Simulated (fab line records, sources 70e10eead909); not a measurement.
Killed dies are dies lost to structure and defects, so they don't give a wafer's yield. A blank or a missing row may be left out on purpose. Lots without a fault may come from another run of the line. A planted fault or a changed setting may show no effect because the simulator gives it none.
fab line records | flow nand_harc
record lots=14 wafers=41 last_day=34
route steps=1302 shown A_CHANNEL_FILL_D1@506 A_ONON_D2@550 A_CHANNEL_HOLE_D2@571 END@1302
lots that met no fault: from a run of the same line without faults
start_h: hours from the record's first day to the start of the lot's first wafer shown | wait_h: hours since the lot's step before | " the same as in the row above | L1.1+2: a row that stands for several wafers | - no value, or no start given | * or withheld: withheld | < > ~ a bound
route shown NAME@n: a module of which the file shows steps, and the number in the route of the first | usual: mean/standard deviation of fault-free wafers | same: alike in all rows | chamber/n: place in a boat | sites: the reading at each site | _std_site: their standard deviation | _edge_site: outer sites' mean less inner sites' | radius_mm: how far each site lies from the wafer's centre | mask NAME#n: copy n | behind: the tool/chamber that last shaped the wafer | hold: why the lot was held/for how many hours/how that ended | device: the transistor (n, p or np) that didn't switch | end of line: the same wafers' tests at the end of the route | a step without rows: its recipe alone | killed: dies lost to structure and defects at the first sort, not the wafer's yield | map: a wafer's dies, x killed, . not, _ none there
set.NAME: the setting as run; set.NAME@STEP: as run at that earlier step | model.NAME: the simulator's own value behind a step, which no gauge read
steps of the route over a sample of lots; a table a step, a row a wafer
services: from which hour (start_h, from the record's first day; less than 0 if before it) a tool's chamber was out of use, for how many hours, and why
## steps
# step NHARC_A_CHANNEL_FILL_D1_THK_MEAS_06
# recipe thk_meas_gauge=ellipsometry
# usual thk_nm=4.9/1
# columns lot.wafer tool chamber start_h wait_h thk_nm
L692.3 film_metro-01 - 230.58 0.4 5.5
L692.4 " - " " 4.9
L692.6 " - " " 5.1
L695.1 film_metro-01 - 255.51 0.4 5.7
L695.3 " - " " 6.7
L695.5 " - " " 3.6
L696.2 film_metro-02 - 268.72 0.4 6.3
L696.3 " - " " 3.7
L696.4 " - " " 4.9
L697.1 film_metro-01 - 276.20 0.4 4.0
L697.4 " - " " 5.3
L697.5 " - " " 3.3
L698.3 film_metro-01 - 287.55 0.4 4.0
L698.4 " - " " 6.4
L698.5 " - " " 4.9
L700.1 film_metro-02 - 310.42 0.4 5.1
L700.2 " - " " 5.8
L700.6 " - " " 5.3
L701.1 film_metro-02 - 321.15 0.4 4.5
L701.2 " - " " 4.5
L701.6 " - " " 5.6
L702.1 film_metro-01 - 321.15 0.4 4.9
L702.3 " - " " 4.7
L702.6 " - " " 6.8
L703.1 film_metro-02 - 335.12 0.4 5.7
L703.2 " - " " 3.6
L703.5 " - " " 3.3
L704.2 film_metro-02 - 349.24 0.4 3.9
L704.4 " - " " 6.7
L704.6 " - " " 4.2
L706.2 film_metro-01 - 375.10 0.4 3.8
L706.4 " - " " 4.3
L706.5 " - " " 5.0
L708.2 film_metro-01 - 390.68 0.4 6.0
L708.3 " - " " 4.9
L708.4 " - " " 6.5
L709.2 film_metro-01 - 399.26 0.4 3.3
L709.4 " - " " 5.4
L715.1 film_metro-01 - 464.36 0.4 4.2
L715.4 " - " " 5.3
L715.5 " - " " 6.0
# step NHARC_A_ONON_D2_THK_MEAS_08
# recipe thk_meas_gauge=ellipsometry
# usual thk_nm=998/7.3
# columns lot.wafer tool chamber start_h wait_h thk_nm
L692.3 film_metro-02 - 276.25 - 984
L692.4 " - " " 985
L692.6 " - " " 984
L695.1 film_metro-02 - 304.64 - 996
L695.3 " - " " 999
L695.5 " - " " 996
L696.2 film_metro-01 - 317.11 - 1002
L696.3 " - " " 1004
L696.4 " - " " 1005
L697.1 film_metro-02 - 325.82 - 1006
L697.4 " - " " 1003
L697.5 " - " " 1003
L698.3 film_metro-02 - 341.92 - 1007
L698.4 " - " " 1006
L698.5 " - " " 1004
L700.1 film_metro-02 - 362.55 - 994
L700.2 " - " " 993
L700.6 " - " " 993
L701.1 film_metro-01 - 375.15 - 1001
L701.2 " - " " 1000
L701.6 " - " " 1002
L702.1 film_metro-01 - 375.31 - 1000
L702.3 " - " " 1002
L702.6 " - " " 1001
L703.1 film_metro-02 - 391.84 - 990
L703.2 " - " " 990
L703.5 " - " " 991
L704.2 film_metro-01 - 397.97 - 987
L704.4 " - " " 986
L704.6 " - " " 987
L706.2 film_metro-01 - 423.62 - 1000
L706.4 " - " " 1000
L706.5 " - " " 1000
L708.2 film_metro-02 - 447.40 - 988
L708.3 " - " " 986
L708.4 " - " " 985
L709.2 film_metro-01 - 451.92 - 996
L709.4 " - " " 996
L715.1 film_metro-02 - 514.59 - 999
L715.4 " - " " 997
L715.5 " - " " 997
# step NHARC_A_ONON_D2_DEP_12
# recipe target_thk_a=10000 n2_flow_sccm=2750 n2o_flow_sccm=2000 nh3_flow_sccm=500 sih4_flow_sccm=210 temp_c=400
# columns lot.wafer tool chamber start_h wait_h
L692.3+4+6 pecvd_onon-02 0 276.99 0.2
L695.1+3+5 pecvd_onon-02 0 305.29 0.1
L696.2+3+4 pecvd_onon-02 0 317.79 0.1
L697.1+4+5 pecvd_onon-02 0 326.44 0.1
L698.3+4+5 pecvd_onon-03 0 342.66 0.2
L700.1+2+6 pecvd_onon-03 0 363.18 0.1
L701.1+2+6 pecvd_onon-03 0 375.77 0.1
L702.1+3+6 pecvd_onon-04 0 375.93 0.1
L703.1+2+5 pecvd_onon-04 0 392.46 0.1
L704.2+4+6 pecvd_onon-02 0 398.65 0.1
L706.2+4+5 pecvd_onon-04 0 424.29 0.1
L708.2+3+4 pecvd_onon-04 0 448.08 0.1
L709.2+4 pecvd_onon-04 0 452.60 0.1
L715.1+4+5 pecvd_onon-04 0 515.22 0.1
# step NHARC_A_ONON_D2_THK_MEAS_14
# recipe thk_meas_gauge=ellipsometry
# usual thk_nm=997/9.4
# columns lot.wafer tool chamber start_h wait_h thk_nm
L692.3 film_metro-02 - 277.39 - 1002
L692.4 " - " " 1000
L692.6 " - " " 1001
L695.1 film_metro-01 - 305.80 - 1002
L695.3 " - " " 1001
L695.5 " - " " 1001
L696.2 film_metro-02 - 318.24 - 996
L696.3 " - " " 995
L696.4 " - " " 998
L697.1 film_metro-01 - 326.95 - 979
L697.4 " - " " 979
L697.5 " - " " 979
L698.3 film_metro-01 - 343.05 - 989
L698.4 " - " " 988
L698.5 " - " " 988
L700.1 film_metro-01 - 363.71 - 1000
L700.2 " - " " 999
L700.6 " - " " 1000
L701.1 film_metro-01 - 376.28 - 1003
L701.2 " - " " 1003
L701.6 " - " " 1003
L702.1 film_metro-01 - 376.44 - 996
L702.3 " - " " 994
L702.6 " - " " 996
L703.1 film_metro-02 - 392.97 - 981
L703.2 " - " " 982
L703.5 " - " " 981
L704.2 film_metro-02 - 399.09 - 1011
L704.4 " - " " 1011
L704.6 " - " " 1012
L706.2 film_metro-01 - 424.75 - 641
L706.4 " - " " 1003
L706.5 " - " " 1003
L708.2 film_metro-02 - 448.54 - 630
L708.3 " - " " 992
L708.4 " - " " 993
L709.2 film_metro-02 - 453.05 - 650
L709.4 " - " " 1013
L715.1 film_metro-02 - 515.74 - 988
L715.4 " - " " 990
L715.5 " - " " 990
# step NHARC_A_CHANNEL_HOLE_D2_DEP_01
# recipe target_thk_a=1400 target_thk_nm=140 temp_c=400 pressure_torr=3.5 flow_sccm=200 rf_w=350 material=SiON
# usual heater_power_w=738/82 rf_fwd_power_W=348.4/1.2
# columns lot.wafer tool chamber start_h wait_h heater_power_w rf_fwd_power_W
L692.3 pecvd-02 2 291.53 1.0 769 348.9
L692.6 " 2 " " 768 348.7
L692.4 " 0 " " 806 349.0
L695.1 pecvd-04 0 320.48 1.6 855 347.4
L695.3 " 1 " " 810 345.7
L695.5 " 2 " " 672 348.1
L696.2 pecvd-02 2 333.10 1.3 774 349.2
L696.3 " 1 " " 796 350.1
L696.4 " 1 " " 795 350.9
L697.1 pecvd-02 1 341.01 1.7 838 349.4
L697.4 " 2 " " 836 350.5
L697.5 " 1 " " 830 348.5
L698.3 pecvd-04 1 355.84 1.0 717 347.2
L698.5 " 2 " " 691 347.4
L698.4 " 1 " " 724 348.9
L700.1 pecvd-04 1 384.53 1.6 734 348.1
L700.2 " 2 " " 727 347.9
L700.6 " 1 " " 728 347.6
L701.1 pecvd-01 0 390.29 1.6 806 349.4
L701.2 " 1 " " 699 347.6
L701.6 " 2 " " 697 347.8
L702.3 pecvd-04 2 390.90 1.0 626 346.6
L702.1 " 0 " " 836 346.6
L702.6 " 2 " " 650 348.1
L703.2 pecvd-01 1 409.71 1.3 578 347.3
L703.1 " 2 " " 710 347.1
L703.5 " 0 " " 872 350.3
L704.2 pecvd-01 2 411.85 1.3 738 347.4
L704.4 " 1 " " 573 348.9
L704.6 " 0 " " 754 348.6
L706.5 pecvd-04 2 437.70 0.4 623 347.7
L706.4 " 0 " " 688 349.6
L708.3 pecvd-01 1 461.81 1.0 680 347.0
L708.4 " 1 " " 681 348.1
L709.4 pecvd-04 2 468.37 0.8 599 348.3
L715.1 pecvd-04 1 528.02 1.6 759 347.3
L715.5 " 2 " " 639 347.6
L715.4 " 0 " " 741 348.7
# step NHARC_END_SORT_01
# recipe temp_c=25
# usual killed_at_array=53/21 killed_at_other=1.0/1.3 killed_at_periphery=3.8/2.4 killed_dies=58/21 killed_open=3.4/1.9 killed_short=2.4/1.5
# same gross_dies=677
# columns lot.wafer tool chamber start_h wait_h killed_at_array killed_at_other killed_at_periphery killed_dies killed_open killed_short
L706.2 prober-02 0 712.35 2.8 677 0 0 677 2 2
L706.4 prober-02 0 713.94 3.4 74 0 4 78 4 3
L706.5 prober-02 0 714.74 3.7 61 0 4 65 3 2
L708.2 prober-02 0 743.50 2.8 672 1 4 677 3 5
L708.3 prober-02 0 744.32 3.1 106 0 4 110 4 2
L708.4 prober-02 0 745.13 3.4 72 0 4 76 4 0
L709.2 prober-01 0 743.51 2.8 671 3 3 677 2 3
L709.4 prober-01 0 745.10 3.4 34 1 3 38 2 3
# killed by level:class
L706.2 A_ONON_D2:area_dep=609 A_CHANNEL_HOLE_D1:chamber_film_flake=31 A_SLIT:chamber_film_flake=14 A_CHANNEL_HOLE_D2:chamber_film_flake=10 A_BONDPAD:chamber_film_flake=5 A_CONTACT:chamber_film_flake=3 A_ONON_D1:geometric_particle:short=1 A_ONON_D1:geometric_particle:open=1
L706.4 A_CHANNEL_HOLE_D1:chamber_film_flake=28 A_SLIT:chamber_film_flake=19 A_CHANNEL_HOLE_D2:chamber_film_flake=16 A_CHANNEL_FILL_D1:geometric_particle:open=2 A_CONTACT:chamber_film_flake=2 A_BONDPAD:chamber_film_flake=2 P_M1:geometric_particle:open=1 A_DECK1_JOINT:geometric_particle:short=1
L706.5 A_CHANNEL_HOLE_D1:chamber_film_flake=31 A_SLIT:chamber_film_flake=16 A_CHANNEL_HOLE_D2:chamber_film_flake=7 A_CONTACT:chamber_film_flake=4 P_CONTACT:geometric_particle:open=2 P_CONTACT:geometric_particle:short=1 A_CHANNEL_HOLE_D1:geometric_particle:short=1 A_CHANNEL_FILL_D1:geometric_particle:open=1
L708.2 A_ONON_D2:area_dep=599 A_SLIT:chamber_film_flake=21 A_CHANNEL_HOLE_D2:chamber_film_flake=17 A_CHANNEL_HOLE_D1:chamber_film_flake=13 A_CONTACT:chamber_film_flake=8 A_CHANNEL_FILL_D2:chamber_film_flake=5 A_WL_FILL:geometric_particle:short=2 P_ZERO_WELL:chamber_film_flake=2
L709.2 A_ONON_D2:area_dep=645 A_CHANNEL_HOLE_D1:chamber_film_flake=15 P_GATE:chamber_film_flake=3 A_SLIT:chamber_film_flake=3 THIN_TSV:chamber_film_flake=3 A_STAIRCASE:chamber_film_flake=2 A_CHANNEL_HOLE_D1:geometric_particle:short=1 A_WL_FILL:geometric_particle:short=1
L708.3 A_CHANNEL_HOLE_D1:chamber_film_flake=40 A_SLIT:chamber_film_flake=18 A_CONTACT:chamber_film_flake=16 A_CHANNEL_HOLE_D2:chamber_film_flake=15 A_CHANNEL_FILL_D2:chamber_film_flake=5 A_STAIRCASE:chamber_film_flake=5 P_STI:chamber_film_flake=2 A_CHANNEL_FILL_D1:chamber_film_flake=2
L709.4 A_CHANNEL_HOLE_D1:chamber_film_flake=17 A_SLIT:chamber_film_flake=7 A_CHANNEL_FILL_D2:chamber_film_flake=3 P_GATE:chamber_film_flake=2 P_CONTACT:geometric_particle:short=1 A_ONON_D1:geometric_particle:short=1 A_CHANNEL_FILL_D1:geometric_particle:short=1 A_CONTACT:geometric_particle:open=1
L708.4 A_SLIT:chamber_film_flake=20 A_CHANNEL_HOLE_D1:chamber_film_flake=16 A_CHANNEL_HOLE_D2:chamber_film_flake=15 A_CONTACT:chamber_film_flake=9 A_CHANNEL_FILL_D1:chamber_film_flake=3 A_CHANNEL_FILL_D2:chamber_film_flake=3 P_M2:geometric_particle:open=1 A_ONON_D1:geometric_particle:open=1
## services
# columns tool chamber start_h hours kind
pecvd-01 1 266.02 4.1 repair
pecvd-04 - 271.41 13.0 pm
pecvd-04 0 271.41 13.0 vent_cycle
pecvd-04 1 271.41 13.0 vent_cycle
pecvd-04 2 271.41 13.0 vent_cycle
pecvd-04 0 284.41 - clean
pecvd-04 1 284.41 - clean
pecvd-04 2 284.41 - clean
pecvd-01 2 309.25 8.3 repair
pecvd-02 0 309.79 5.4 repair
pecvd_onon-04 - 311.12 13.0 pm
pecvd-01 - 311.15 13.0 pm
pecvd-02 0 346.57 7.1 repair
pecvd-01 0 352.98 11.3 repair
pecvd_onon-02 - 366.03 13.0 pm
pecvd-02 - 379.51 0.3 repair
pecvd_onon-03 - 408.00 13.0 pm
pecvd-02 - 408.22 13.0 pm
pecvd-04 - 452.41 13.0 pm
pecvd-01 - 479.10 3.6 repair
pecvd-01 - 492.15 13.0 pm
pecvd_onon-04 - 492.37 13.0 pm
pecvd_onon-04 - 517.09 1.9 repair
pecvd_onon-04 - 522.20 15.9 repair
## key
first_sign step=NHARC_A_ONON_D2_THK_MEAS_14 reading=thk_nm direction=down sigmas=38 usual=997 struck=640
effect step=NHARC_END_SORT_01 reading=killed_dies direction=up sigmas=30 usual=58 struck=677
more_kills_born_at NHARC_A_ONON_D2_DEP_12@pecvd_onon-04=1853
met_at NHARC_A_ONON_D2_DEP_12
struck_lots L706,L708,L709
struck_wafers L706.2,L708.2,L709.2
later_rows_left_out L706.2,L708.2,L709.2
tester_left_out L706,L708,L709
not_acting_at NHARC_A_CHANNEL_FILL_D1_THK_MEAS_06,NHARC_A_ONON_D2_THK_MEAS_08,NHARC_A_CHANNEL_HOLE_D2_DEP_01
onset_between 392.46 424.29
fault kind=process_parameter_drift tool=pecvd_onon-04 chamber=- onset_h=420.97 steps=NHARC_A_ONON_D2_DEP_12 channel=target_thk_a offset=* shape=step end_h=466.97 scope=struck_wafers_only acts_in=* stated=*
# tester_left_out: of these lots the tester's yield and bins aren't shown, on N5 and GAA mostly nor the transistor test; their killed dies are dies lost to structure and defects alone, not to doping, threshold or leakage, so they don't give the yield
# later_rows_left_out: the simulator's readings of these wafers behind a module that went badly wrong aren't trusted and aren't shown, but for the sort
